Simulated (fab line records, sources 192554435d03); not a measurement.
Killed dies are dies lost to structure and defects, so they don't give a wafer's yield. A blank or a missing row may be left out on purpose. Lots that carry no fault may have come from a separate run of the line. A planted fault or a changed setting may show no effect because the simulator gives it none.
fab line records	flow n5_finfet
record: lots: 8	wafers: 24	last_day: 18
route steps=1938 shown BEOL_M4@1111 BEOL_M15@1806 PASSIVATION@1936
lots untouched by any fault: they come from a run of this same line in which no faults occurred
start_h: start of the lot's first displayed wafer, in hours after the record's first day	wait_h: hours since the lot's step before	" repeats the value in the row above	L1.1+2: a row that stands for several wafers	- either no value or no given start	* or withheld: withheld	< > ~ a bound
route shown NAME@n: names a module that has steps shown in the file, with the first one's number in the route	usual: mean/standard deviation of fault-free wafers	same: alike in all rows	chamber/n: place in a boat	sites: readings site by site	_std_site: standard deviation across them	_edge_site: inner sites' mean taken away from outer sites' mean	radius_mm: how far each site lies from the wafer's centre	mask NAME#n: copy n	behind: tool/chamber where the wafer was last shaped	hold: why the lot was held/for how many hours/how that ended	device: the transistor (n, p or np) that didn't switch	end of line: tests run on the same wafers once the route is complete	for a step that has no rows: nothing shown but its recipe	killed: dies lost to structure and defects at the first sort, not the wafer's yield	map: a wafer's dies, x killed, . not, _ none there
set.NAME: the setting that was run; set.NAME@STEP: the one run at that earlier step	model.NAME: the simulator's own value behind a step, which no gauge read
route steps across a sampled set of lots; one table per step, one row per wafer
services: from which hour (start_h, from the record's first day; less than 0 if before it) a tool's chamber was out of use, for how many hours, and why
== steps ==
step: N5_BEOL_M4_RC_MEAS_101
usual: DIBL_N: 36.6/2.3	DIBL_P: 36.3/2.8	IOFF_N: 0.17/0.047	IOFF_P: 0.22/0.048	ION_N: 676/14	ION_P: 463/9.4	SS_N: 71.6/0.84	SS_P: 73.4/0.85	VT_N: 249/3.7	VT_P: -249/3.6
lot.wafer	tool	chamber	start_h	wait_h	DIBL_N[mV/V]	DIBL_P[mV/V]	IOFF_N[nA/um]	IOFF_P[nA/um]	ION_N[uA/um]	ION_P[uA/um]	SS_N[mV/dec]	SS_P[mV/dec]	VT_N[mV]	VT_P[mV]
L920.1	prober-01	0	228.44	0.0	36.1	36.6	0.14	0.20	670	461	70.8	73.4	250	-250
L920.3	"	0	"	"	32.4	30.0	0.09	0.12	662	453	70.4	71.4	257	-257
L920.4	"	0	"	"	36.0	36.9	0.15	0.21	692	468	70.9	72.8	249	-250
L924.1	prober-02	0	245.77	0.0	37.5	38.0	0.18	0.22	675	463	72.5	73.7	247	-249
L924.3	"	0	"	"	36.7	38.0	0.15	0.22	657	458	72.2	73.2	250	-250
L924.5	"	0	"	"	34.2	35.2	0.12	0.18	660	461	70.7	72.0	252	-252
L926.1	prober-01	0	256.30	0.0	33.3	32.6	0.13	0.16	682	461	70.5	72.5	251	-251
L926.5	"	0	"	"	34.6	34.2	0.14	0.18	661	447	70.8	72.3	251	-250
L926.6	"	0	"	"	34.8	35.1	0.16	0.19	691	467	71.2	73.3	248	-247
L929.2	prober-01	0	287.18	0.2	36.6	38.3	0.16	0.25	679	473	73.0	73.3	248	-247
L929.4	"	0	"	"	34.8	35.2	0.13	0.19	661	459	71.9	73.0	253	-253
L929.5	"	0	"	"	35.4	37.6	0.15	0.23	681	470	71.8	74.2	251	-247
L931.3	prober-02	0	291.28	0.3	36.4	35.4	0.16	0.19	668	458	71.6	72.9	250	-252
L931.4	"	0	"	"	34.7	33.0	0.13	0.17	688	471	71.2	72.6	250	-251
L931.6	"	0	"	"	36.7	35.2	0.16	0.20	681	469	71.7	73.6	252	-248
L930.2	prober-02	0	295.01	0.2	35.8	32.8	0.16	0.16	665	450	71.0	72.8	249	-256
L930.4	"	0	"	"	35.3	35.1	0.15	0.19	659	446	71.2	72.9	247	-252
L930.6	"	0	"	"	33.0	32.1	0.12	0.16	671	462	71.2	71.8	252	-254
L932.1	prober-01	0	309.81	0.0	40.5	41.1	0.25	0.29	671	459	72.9	75.4	244	-249
L932.5	"	0	"	"	39.5	40.5	0.24	0.27	674	458	72.5	74.9	243	-250
L932.6	"	0	"	"	38.0	36.5	0.18	0.21	674	455	72.3	74.3	248	-253
L933.4	prober-02	0	310.46	0.5	39.1	40.3	0.23	0.30	704	479	72.8	74.6	243	-245
L933.5	"	0	"	"	33.5	33.6	0.14	0.18	688	474	71.2	73.0	248	-249
L933.6	"	0	"	"	38.9	37.9	0.22	0.25	683	468	72.8	73.7	246	-244
step: N5_BEOL_M15_INSPECT_30
recipe: mode: adi	inspect_instrument: macro
usual: raw_defect_count: 2/1.4
lot.wafer	tool	chamber	start_h	wait_h	raw_defect_count
L920.1	defect_inspect-01	-	326.84	0.0	1
L920.3	"	-	"	"	2
L920.4	"	-	"	"	0
L924.1	defect_inspect-01	-	341.75	0.0	0
L924.3	"	-	"	"	1
L924.5	"	-	"	"	3
L926.1	defect_inspect-01	-	345.85	0.0	2
L926.5	"	-	"	"	2
L926.6	"	-	"	"	2
L929.2	defect_inspect-01	-	374.52	0.0	2
L929.4	"	-	"	"	2
L929.5	"	-	"	"	1
L931.3	defect_inspect-02	-	377.76	0.0	3
L931.4	"	-	"	"	1
L931.6	"	-	"	"	2
L930.2	defect_inspect-02	-	386.35	0.0	0
L930.4	"	-	"	"	2
L930.6	"	-	"	"	0
L933.4	defect_inspect-02	-	397.74	0.0	4
L933.5	"	-	"	"	1
L933.6	"	-	"	"	4
L932.1	defect_inspect-01	-	402.12	0.0	4
L932.5	"	-	"	"	3
L932.6	"	-	"	"	3
step: N5_BEOL_M15_DEGAS_41
recipe: ambient: vacuum	temp_c: 300	time_s: 60
usual: heater_power_w: 462/47	susceptor_temp_C: 300.00/0.19
lot.wafer	tool	chamber	start_h	wait_h	heater_power_w	susceptor_temp_C
L920.1	pvd_sputter-01	-	330.23	0.3	399	299.82
L920.3	"	-	"	"	455	299.98
L920.4	"	-	"	"	542	300.15
L924.1	pvd_sputter-01	-	345.16	0.5	455	300.12
L924.3	"	-	"	"	535	299.84
L924.5	"	-	"	"	395	300.18
L926.1	pvd_sputter-03	-	346.92	0.0	438	300.01
L926.5	"	-	"	"	515	300.22
L926.6	"	-	"	"	440	300.09
L929.2	pvd_sputter-01	-	375.85	0.0	489	299.93
L929.4	"	-	"	"	407	300.36
L929.5	"	-	"	"	449	300.09
L931.3	pvd_sputter-01	-	380.18	0.3	499	299.62
L931.4	"	-	"	"	516	300.26
L931.6	"	-	"	"	387	299.80
L930.2	pvd_sputter-03	-	388.82	0.2	443	299.62
L930.4	"	-	"	"	524	299.90
L930.6	"	-	"	"	438	300.41
L933.4	pvd_sputter-02	-	400.85	0.2	490	299.87
L933.5	"	-	"	"	409	299.84
L933.6	"	-	"	"	490	299.82
L932.1	pvd_sputter-01	-	405.58	0.5	442	300.26
L932.5	"	-	"	"	452	299.86
L932.6	"	-	"	"	404	300.05
step: N5_BEOL_M15_SPUTTER_44
recipe: material: Ta	target_thk_a: 150	temp_c: 50	bias_v: 80	power_w: 15000	chamber_pressure_pa: 0.07	time_s: 24.19
usual: bias_v: 79.9/0.75	cathode_dc_power_W: 15000/2.8	susceptor_temp_C: 49.99/0.12	throttle_valve_pct: 29.9/0.92
lot.wafer	tool	chamber	start_h	wait_h	bias_v	cathode_dc_power_W	susceptor_temp_C	throttle_valve_pct
L920.1	pvd_sputter-01	-	330.39	0.0	80.2	14998	50.08	30.2
L920.3	"	-	"	"	80.9	15002	50.02	29.4
L920.4	"	-	"	"	79.1	15002	49.88	28.4
L924.1	pvd_sputter-01	-	345.32	0.0	-	-	-	-
L924.3	"	-	"	"	-	-	-	-
L924.5	"	-	"	"	-	-	-	-
L926.1	pvd_sputter-03	-	347.08	0.0	-	-	-	-
L926.5	"	-	"	"	-	-	-	-
L926.6	"	-	"	"	-	-	-	-
L929.2	pvd_sputter-01	-	376.01	0.0	80.1	14998	50.05	30.0
L929.4	"	-	"	"	80.0	14997	49.96	30.2
L929.5	"	-	"	"	81.4	15002	49.90	29.4
L931.3	pvd_sputter-01	-	380.34	0.0	79.1	15006	49.76	30.2
L931.4	"	-	"	"	79.5	15002	49.89	28.5
L931.6	"	-	"	"	79.8	15002	50.04	30.4
L930.2	pvd_sputter-03	-	388.98	0.0	79.4	14998	49.89	31.7
L930.4	"	-	"	"	80.0	15002	49.86	30.6
L930.6	"	-	"	"	79.6	14997	50.18	29.7
L933.4	pvd_sputter-02	-	401.01	0.0	79.6	15001	50.11	29.5
L933.5	"	-	"	"	80.0	15002	50.13	29.8
L933.6	"	-	"	"	79.4	14999	49.88	29.7
L932.1	pvd_sputter-01	-	405.74	0.0	79.7	15001	49.98	29.1
L932.5	"	-	"	"	80.0	14999	50.04	29.4
L932.6	"	-	"	"	81.1	15002	50.15	30.4
step: N5_BEOL_M15_CMP_49
recipe: stop_on: SiO2	t_overpolish_s: 4.9	down_force_psi: 2	platen_rpm: 80	clearing_platen_down_force_psi: 2	clearing_platen_rpm: 80	post_cmp_clean: cu_alkaline	target_thk_nm: 850	clearing_platen_pad_velocity_m_s: 1.5917	pad_velocity_m_s: 1.5917
usual: barrier_field_endpoint_s: 11.2/0.38	motor_current_A: 8.1/0.72
lot.wafer	tool	chamber	start_h	wait_h	barrier_field_endpoint_s	motor_current_A
L920.1	cmp-01	2	331.21	0.3	11.4	8.2
L920.3	"	0	"	"	11.2	7.8
L920.4	"	1	"	"	10.7	7.4
L924.3	cmp-02	1	346.13	0.2	5.3	9.2
L924.1	"	2	"	"	5.4	8.5
L924.5	"	0	"	"	5.4	8.2
L926.1	cmp-02	3	348.06	0.3	5.8	8.8
L926.6	"	2	"	"	5.6	9.0
L926.5	"	3	"	"	5.7	8.3
L929.2	cmp-01	1	376.75	0.2	11.1	7.4
L929.4	"	3	"	"	12.1	7.5
L929.5	"	1	"	"	11.0	7.3
L931.3	cmp-02	2	381.07	0.2	10.9	9.0
L931.4	"	3	"	"	11.7	8.0
L931.6	"	2	"	"	10.9	8.7
L930.2	cmp-03	3	389.72	0.2	10.9	6.5
L930.4	"	2	"	"	10.9	7.7
L930.6	"	3	"	"	10.7	6.7
L933.4	cmp-03	3	401.94	0.2	11.2	6.5
L933.5	"	2	"	"	10.9	8.4
L933.6	"	3	"	"	11.2	6.9
L932.1	cmp-02	1	406.65	0.4	10.9	9.2
L932.5	"	0	"	"	11.2	8.2
L932.6	"	1	"	"	11.3	9.1
step: N5_BEOL_M15_RC_MEAS_101
usual: COMB_M10: 1.4e-11/3.1e-12	COMB_M11: 1.4e-11/3.2e-12	COMB_M12: 5.5e-12/1.3e-12	COMB_M13: 4.1e-12/8.9e-13	COMB_M14: 2.9e-12/8e-13	COMB_M15: 1.7e-12/5e-13	COMB_M15_max_site: 2.9e-12/8e-13	COMB_M5: 3.6e-11/7.2e-12	COMB_M6: 2.5e-11/4.8e-12	COMB_M7: 2.5e-11/5.3e-12	COMB_M8: 2.6e-11/5.9e-12	COMB_M9: 1.33e-11/2.7e-12	SERP_M10: 3.09/0.13	SERP_M11: 3.16/0.11	SERP_M12: 0.638/0.021	SERP_M13: 0.308/0.0084	SERP_M14: 0.160/0.0083	SERP_M5: 39.7/2.2	SERP_M6: 14.3/0.88	SERP_M7: 14.5/0.59	SERP_M8: 14.0/0.8	SERP_M9: 3.12/0.092
lot.wafer	tool	chamber	start_h	wait_h	COMB_M10[S/m]	COMB_M11[S/m]	COMB_M12[S/m]	COMB_M13[S/m]	COMB_M14[S/m]	COMB_M15[S/m]	COMB_M15_max_site[S/m]	COMB_M5[S/m]	COMB_M6[S/m]	COMB_M7[S/m]	COMB_M8[S/m]	COMB_M9[S/m]	SERP_M10[ohm/um]	SERP_M11[ohm/um]	SERP_M12[ohm/um]	SERP_M13[ohm/um]	SERP_M14[ohm/um]	SERP_M5[ohm/um]	SERP_M6[ohm/um]	SERP_M7[ohm/um]	SERP_M8[ohm/um]	SERP_M9[ohm/um]
L920.1	prober-01	0	331.69	0.0	1.1e-11	1.2e-11	4.1e-12	5.3e-12	2.4e-12	1.2e-12	1.8e-12	3.1e-11	1.9e-11	2e-11	2.3e-11	1.58e-11	3.10	3.16	0.616	0.304	0.163	39.3	13.8	13.6	12.9	3.10
L920.3	"	0	"	"	1.7e-11	1.8e-11	5.9e-12	3.5e-12	2.3e-12	1.8e-12	2.1e-12	3.1e-11	3.9e-11	2.2e-11	2.9e-11	1.63e-11	3.23	2.94	0.633	0.320	0.155	38.3	15.5	14.6	13.2	3.26
L920.4	"	0	"	"	1.5e-11	1.4e-11	5.3e-12	4.9e-12	2.4e-12	2.5e-12	3.9e-12	3.8e-11	2.9e-11	3.1e-11	2.3e-11	9.7e-12	3.26	3.27	0.613	0.312	0.148	40.3	14.4	13.6	13.2	3.05
L924.1	prober-02	0	346.53	0.0	1.4e-11	2.2e-11	6.1e-12	4e-12	1e-12	1.6e-12	2.7e-12	5.3e-11	3.1e-11	2.2e-11	2.3e-11	1.33e-11	3.03	3.02	0.623	0.308	0.155	37.4	14.3	14.2	13.6	3.15
L924.3	"	0	"	"	1.4e-11	2.4e-11	6.4e-12	4.2e-12	2.6e-12	1.8e-12	2.2e-12	3.5e-11	2.8e-11	2.9e-11	2.5e-11	9e-12	3.21	3.38	0.641	0.303	0.172	39.7	13.5	14.2	14.7	3.12
L924.5	"	0	"	"	1.5e-11	1.2e-11	5.4e-12	4.5e-12	1.2e-12	9e-13	1.3e-12	4.6e-11	2.9e-11	3.6e-11	2.4e-11	1.2e-11	2.92	3.19	0.676	0.308	0.170	39.3	13.1	14.0	15.9	3.19
L926.1	prober-01	0	348.50	0.0	1.1e-11	1.8e-11	6.4e-12	3.9e-12	3.8e-12	1.6e-12	2e-12	4.8e-11	2.6e-11	3.3e-11	1.5e-11	1.44e-11	3.35	3.13	0.638	0.305	0.170	43.2	13.3	14.7	13.8	3.09
L926.5	"	0	"	"	1.4e-11	1.3e-11	5.4e-12	4.2e-12	2.9e-12	2e-12	3.5e-12	3.8e-11	2e-11	3.1e-11	1.5e-11	1.22e-11	3.20	3.15	0.644	0.304	0.149	39.8	14.8	14.8	14.5	3.05
L926.6	"	0	"	"	1.4e-11	1.9e-11	4.6e-12	3.6e-12	3.9e-12	1.5e-12	4.1e-12	4.1e-11	2.7e-11	2.9e-11	2.1e-11	1.3e-11	3.33	2.81	0.650	0.307	0.179	41.8	14.0	14.6	14.4	3.16
L929.2	prober-01	0	377.38	0.2	1.5e-11	1.3e-11	3.6e-12	4.1e-12	2.1e-12	2.6e-12	4.1e-12	2.7e-11	2.1e-11	2.9e-11	2.3e-11	2.06e-11	3.13	3.10	0.651	0.310	0.153	40.0	13.8	14.4	15.0	3.05
L929.4	"	0	"	"	2.2e-11	1.3e-11	4.3e-12	3.1e-12	3.7e-12	1.6e-12	2.2e-12	6e-11	2.7e-11	2.9e-11	2.5e-11	1.09e-11	3.10	3.10	0.633	0.316	0.147	42.1	14.1	13.9	13.8	3.18
L929.5	"	0	"	"	1.3e-11	1.3e-11	5.5e-12	3.6e-12	3.2e-12	2.2e-12	3.7e-12	3.6e-11	2.4e-11	2.5e-11	1.7e-11	1.1e-11	2.95	3.09	0.624	0.298	0.159	38.3	13.7	13.5	15.6	3.08
L931.3	prober-02	0	381.86	0.3	9e-12	1.6e-11	6.6e-12	4.2e-12	2.7e-12	1.8e-12	2.9e-12	3.5e-11	2.4e-11	2.6e-11	3.5e-11	1.22e-11	3.16	2.95	0.679	0.307	0.150	37.7	15.7	14.2	14.1	3.08
L931.4	"	0	"	"	1.2e-11	1.8e-11	7.1e-12	5.6e-12	3.3e-12	2.4e-12	4.5e-12	2.5e-11	2.2e-11	2.6e-11	2.6e-11	1.33e-11	3.22	3.12	0.630	0.307	0.157	40.7	14.7	14.9	14.1	2.94
L931.6	"	0	"	"	1.4e-11	1.4e-11	6.2e-12	4.7e-12	3.2e-12	2.3e-12	3.6e-12	3.6e-11	2.2e-11	3.2e-11	2.2e-11	1.82e-11	3.09	3.25	0.636	0.311	0.151	37.4	14.3	14.4	13.6	3.03
L930.2	prober-01	0	390.38	0.2	1.7e-11	1.5e-11	8.5e-12	5.3e-12	1.9e-12	2e-12	2.5e-12	3.9e-11	1.7e-11	4.1e-11	2.9e-11	1.59e-11	2.90	3.13	0.631	0.309	0.160	40.6	13.7	15.4	13.8	3.02
L930.4	"	0	"	"	1.8e-11	1.1e-11	5.8e-12	3.4e-12	1.7e-12	2.2e-12	3.4e-12	4.7e-11	1.8e-11	2.7e-11	2.4e-11	1.98e-11	3.05	3.16	0.617	0.316	0.151	42.6	13.7	15.0	13.9	3.11
L930.6	"	0	"	"	1.5e-11	1.4e-11	5.7e-12	3e-12	5e-12	1.4e-12	3.3e-12	2.8e-11	2.3e-11	2.7e-11	2.2e-11	1.58e-11	3.17	3.15	0.626	0.306	0.158	42.3	13.4	14.7	13.5	3.02
L933.4	prober-02	0	402.87	0.5	1.1e-11	1e-11	8.4e-12	4.4e-12	2.4e-12	1e-12	1.4e-12	2.6e-11	3.1e-11	2.8e-11	1.9e-11	1.38e-11	3.13	3.11	0.623	0.306	0.173	39.7	15.0	14.4	12.3	3.15
L933.5	"	0	"	"	2e-11	1.5e-11	4.6e-12	4.7e-12	3.6e-12	1.2e-12	3.2e-12	2.9e-11	2.9e-11	2.5e-11	3.3e-11	1.46e-11	3.03	3.34	0.654	0.298	0.174	40.0	14.0	14.4	12.6	3.12
L933.6	"	0	"	"	1.4e-11	1.1e-11	4.6e-12	2.3e-12	3e-12	1.1e-12	2.3e-12	2e-11	3.7e-11	3.1e-11	2.2e-11	1.55e-11	3.17	3.28	0.651	0.301	0.155	38.7	15.1	14.9	13.4	3.07
L932.1	prober-01	0	407.09	0.0	1.1e-11	1.4e-11	6.4e-12	3.6e-12	3.9e-12	1.6e-12	3.3e-12	2.8e-11	2.3e-11	2.7e-11	1.5e-11	1.25e-11	3.08	2.95	0.655	0.307	0.174	42.2	15.4	14.1	15.5	2.84
L932.5	"	0	"	"	9e-12	1.7e-11	6.1e-12	4.1e-12	3.4e-12	1.2e-12	2.5e-12	3.1e-11	2.4e-11	1.8e-11	2.5e-11	1.73e-11	3.31	2.95	0.640	0.306	0.171	38.9	15.1	13.2	14.6	3.12
L932.6	"	0	"	"	1.2e-11	1.5e-11	5.6e-12	3.2e-12	2.7e-12	1.4e-12	2.2e-12	3.3e-11	2.3e-11	3.3e-11	2.6e-11	8.1e-12	3.09	3.00	0.616	0.325	0.154	38.4	15.5	13.6	15.4	2.89
step: N5_PASSIVATION_PROBE_49
usual: defect_limited_yield: 91.5/1.5	killed_at_M0_to_M3: 33/9.9	killed_at_M4_up: 14/5.2	killed_at_contacts: 11/5.2	killed_at_front_end: 38/10	killed_at_other: 4/3.5	killed_dies: 100/18	killed_on_rim: 13/4.1	killed_open: 66/14	killed_short: 32/6.9	sort_bin_5_function: 5.0/1	sort_bin_6_memory: 3.1/0.69	sort_n_pass: 1080/18	sort_yield_pct: 91.5/1.5
same: gross_dies: 1180	killed_at_back_side: 0	sort_bin_4_leakage[%]: 0	sort_bin_8_speed[%]: 0
lot.wafer	tool	chamber	start_h	wait_h	defect_limited_yield[%]	killed_at_M0_to_M3	killed_at_M4_up	killed_at_contacts	killed_at_front_end	killed_at_other	killed_dies	killed_on_rim	killed_open	killed_short	sort_bin_5_function[%]	sort_bin_6_memory[%]	sort_n_pass	sort_yield_pct[%]
L924.1	prober-02	-	360.03	0.0	83.3	30	109	11	46	1	197	52	64	32	13.5	3.1	983	83.3
L924.3	prober-02	-	360.13	0.1	84.0	33	118	6	24	8	189	40	50	30	13.3	2.4	991	84.0
L924.5	prober-02	-	360.23	0.2	85.8	13	114	6	31	4	168	53	34	24	12.4	1.3	1012	85.8
L926.1	prober-01	-	365.22	0.0	83.7	20	114	15	42	1	192	12	48	40	13.1	2.8	988	83.7
L926.5	prober-01	-	365.42	0.2	83.3	26	126	7	33	5	197	69	56	24	13.4	3.0	983	83.3
L926.6	prober-01	-	365.47	0.3	82.4	21	134	20	28	5	208	12	59	26	14.5	2.9	972	82.4
killed by level:class
L924.1 BEOL_M15:area_sputter=98 STI_FIN_REVEAL:geometric_particle:open=11 GATE_CUT:geometric_particle:short=9 MOL_CONTACT_COAG:geometric_particle:open=8 BEOL_M2:geometric_particle:open=7 FIN_SAQP:geometric_particle:open=6 BEOL_M3:geometric_particle:open=5 BEOL_M3:geometric_particle:short=5
L924.3 BEOL_M15:area_sputter=108 BEOL_M2:geometric_particle:open=10 FIN_SAQP:geometric_particle:open=6 MOL_CONTACT_COAG:geometric_particle:open=6 BEOL_M0_SAQP:geometric_particle:short=6 FIN_SAQP:geometric_particle:short=5 BEOL_M3:geometric_particle:open=4 BEOL_M2:geometric_particle:short=4
L924.5 BEOL_M15:area_sputter=108 GATE_CUT:geometric_particle:short=8 FIN_SAQP:geometric_particle:open=5 FIN_SAQP:geometric_particle:short=5 GATE_CUT:geometric_particle:open=4 MOL_CONTACT_COAG:geometric_particle:open=4 BEOL_M1:geometric_particle:open=4 BEOL_M2:geometric_particle:open=3
L926.1 BEOL_M15:area_sputter=102 MOL_CONTACT_COAG:geometric_particle:open=12 FIN_SAQP:geometric_particle:short=11 STI_FIN_REVEAL:geometric_particle:open=7 GATE_CUT:geometric_particle:short=5 STARTING-WAFER:geometric_particle:open=5 DUMMY_GATE:geometric_particle:open=4 DUMMY_GATE:geometric_particle:short=4
L926.5 BEOL_M15:area_sputter=116 FIN_SAQP:geometric_particle:open=9 BEOL_M4:geometric_particle:open=7 BEOL_M2:geometric_particle:short=6 BEOL_M3:geometric_particle:open=6 DUMMY_GATE:geometric_particle:open=5 MOL_CONTACT_COAG:geometric_particle:open=5 BEOL_M0_SAQP:geometric_particle:open=5
L926.6 BEOL_M15:area_sputter=121 MOL_CONTACT_COAG:geometric_particle:open=14 BEOL_M1:geometric_particle:open=6 BEOL_M0_SAQP:geometric_particle:short=5 BEOL_M4:geometric_particle:open=5 STARTING-WAFER:geometric_particle:open=5 FIN_SAQP:geometric_particle:open=4 STI_FIN_REVEAL:geometric_particle:open=4
== services ==
tool	chamber	start_h	hours	kind
cmp-03	-	306.63	4.0	pm
cmp-03	-	310.63	-	consumable_replace:conditioner
cmp-03	-	310.63	-	consumable_replace:pad
cmp-01	-	339.06	4.9	pm
cmp-03	-	347.65	1.0	repair
cmp-01	-	349.24	1.2	repair
pvd_sputter-02	-	362.16	3.7	repair
cmp-03	-	368.25	3.7	repair
cmp-01	-	370.05	3.5	repair
cmp-02	-	373.50	4.0	pm
cmp-02	-	377.50	-	consumable_replace:conditioner
cmp-02	-	377.50	-	consumable_replace:pad
pvd_sputter-03	-	389.76	3.1	repair
cmp-01	-	399.55	1.8	repair
cmp-01	-	405.81	4.4	pm
== key ==
first_sign: step: N5_BEOL_M15_SPUTTER_44	reading: tool_record	direction: missing
effect: step: N5_BEOL_M15_CMP_49	reading: barrier_field_endpoint_s	direction: down	sigmas: 15	usual: 11.2	struck: 5.5
effect: step: N5_PASSIVATION_PROBE_49	reading: killed_at_M4_up	direction: up	sigmas: 20	usual: 14	struck: 119
more_kills_born_at: N5_BEOL_M15_SPUTTER_44@pvd_sputter-03: 340	N5_BEOL_M15_SPUTTER_44@pvd_sputter-01: 317
met_at N5_BEOL_M15_SPUTTER_44
struck_lots L924,L926
not_acting_at N5_BEOL_M15_INSPECT_30,N5_BEOL_M15_DEGAS_41,N5_BEOL_M15_RC_MEAS_101
onset_between 330.39 345.32
fault: kind: skipped_step_whole	tool: pvd_sputter-01,pvd_sputter-03	chamber: -	onset_h: 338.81	steps: N5_BEOL_M15_SPUTTER_44	scope: struck_lots_only
